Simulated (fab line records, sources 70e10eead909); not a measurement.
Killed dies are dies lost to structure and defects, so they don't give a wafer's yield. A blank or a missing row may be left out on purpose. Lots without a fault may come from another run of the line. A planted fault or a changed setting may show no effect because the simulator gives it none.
Chamber matching | flow nand_harc | NHARC_A_CONTACT_DESCUM_74 on rie_diel-05: 4 sister chambers
The step chemistry O2, time 3 s. 33 wafers are shown with their chamber, then 12 later ones without.

WAFERS WITH THEIR CHAMBER
wafer  | chamber | drypump_motor_current_A (A) | showerhead_plenum_p_Torr (Torr) | oes_product_au (a.u.)
L075.1 | 0       | 6.4                         | 2.00                            | 1.011
L075.3 | 2       | 6.2                         | 1.97                            | 1.001
L075.4 | 1       | 5.3                         | 2.02                            | 1.010
L076.3 | 2       | 6.2                         | 1.97                            | 1.005
L076.5 | 1       | 5.3                         | 2.02                            | 1.010
L076.6 | 2       | 6.2                         | 1.97                            | 1.009
L078.1 | 0       | 6.3                         | 1.99                            | 1.002
L078.4 | 2       | 6.2                         | 1.97                            | 1.006
L078.5 | 1       | 5.3                         | 2.01                            | 1.003
L080.2 | 2       | 6.2                         | 1.97                            | 1.010
L080.3 | 1       | 5.3                         | 2.01                            | 1.005
L080.4 | 0       | 6.3                         | 1.99                            | 1.007
L082.2 | 0       | 6.4                         | 1.99                            | 1.014
L082.3 | 2       | 6.2                         | 1.97                            | 1.008
L082.4 | 2       | 6.2                         | 1.97                            | 0.991
L083.1 | 2       | 6.2                         | 1.97                            | 1.012
L083.2 | 0       | 6.3                         | 1.99                            | 1.011
L083.4 | 0       | 6.3                         | 1.99                            | 1.012
L084.2 | 1       | 5.3                         | 2.01                            | 1.006
L084.4 | 0       | 6.3                         | 1.99                            | 1.000
L084.5 | 0       | 6.3                         | 1.99                            | 1.006
L085.1 | 1       | 5.3                         | 2.01                            | 0.993
L085.3 | 2       | 6.2                         | 1.97                            | 0.996
L085.6 | 2       | 6.2                         | 1.97                            | 1.002
L088.2 | 1       | 5.3                         | 2.01                            | 0.997
L088.4 | 3       | 5.9                         | 2.01                            | 0.983
L088.5 | 0       | 6.3                         | 1.99                            | 1.005
L090.3 | 2       | 6.2                         | 1.97                            | 0.997
L090.5 | 0       | 6.3                         | 1.99                            | 1.008
L090.6 | 1       | 5.3                         | 2.01                            | 0.998
L093.3 | 1       | 5.3                         | 2.01                            | 0.998
L093.4 | 3       | 5.9                         | 2.01                            | 0.985
L093.5 | 3       | 5.9                         | 2.01                            | 0.999

SIGNATURES (means of the wafers above)
reading                  | chamber 0 | chamber 1 | chamber 2 | chamber 3 | scatter within a chamber
drypump_motor_current_A  | 6.320     | 5.300     | 6.200     | 5.900     | 0.0235
showerhead_plenum_p_Torr | 1.9910    | 2.0122    | 1.9700    | 2.0100    | 0.00291
oes_product_au           | 1.00760   | 1.00222   | 1.00336   | 0.98900   | 0.00605
Rule: a wafer's distance from a chamber is the root of the sum, over the readings, of the square of ((its reading less the chamber's mean) divided by the reading's scatter). The wafer belongs to the nearest chamber; if the next one is less than 2 further off, it can't be placed. The scatter: the root of (the sum of the squares of (reading less its chamber's mean) over the shown wafers, divided by (wafers less chambers)).

WAFERS WITHOUT THEIR CHAMBER
wafer  | drypump_motor_current_A (A) | showerhead_plenum_p_Torr (Torr) | oes_product_au (a.u.)
L092.1 | 5.3                         | 2.01                            | 1.003
L092.2 | 5.9                         | 2.01                            | 0.995
L092.6 | 5.9                         | 2.01                            | 1.003
L094.3 | 5.9                         | 2.01                            | 0.979
L094.4 | 6.2                         | 1.97                            | 0.990
L094.6 | 6.2                         | 1.97                            | 0.993
L096.1 | 6.2                         | 1.97                            | 0.988
L096.3 | 5.3                         | 2.01                            | 0.991
L096.4 | 6.2                         | 1.97                            | 0.993
L095.1 | 6.4                         | 1.99                            | 1.006
L095.4 | 6.2                         | 1.96                            | 0.993
L095.6 | 6.3                         | 1.99                            | 1.009

WHICH CHAMBER EACH WENT THROUGH
wafer  | from the rows above | in truth
L092.1 | 1                   | 1
L092.2 | 3                   | 3
L092.6 | 3                   | 3
L094.3 | 3                   | 3
L094.4 | 2                   | 2
L094.6 | 2                   | 2
L096.1 | 2                   | 2
L096.3 | 1                   | 1
L096.4 | 2                   | 2
L095.1 | 0                   | 0
L095.4 | 2                   | 2
L095.6 | 0                   | 0
Placed correctly: 12 of 12. Can't be placed from these rows: 0. Placed wrongly: 0.
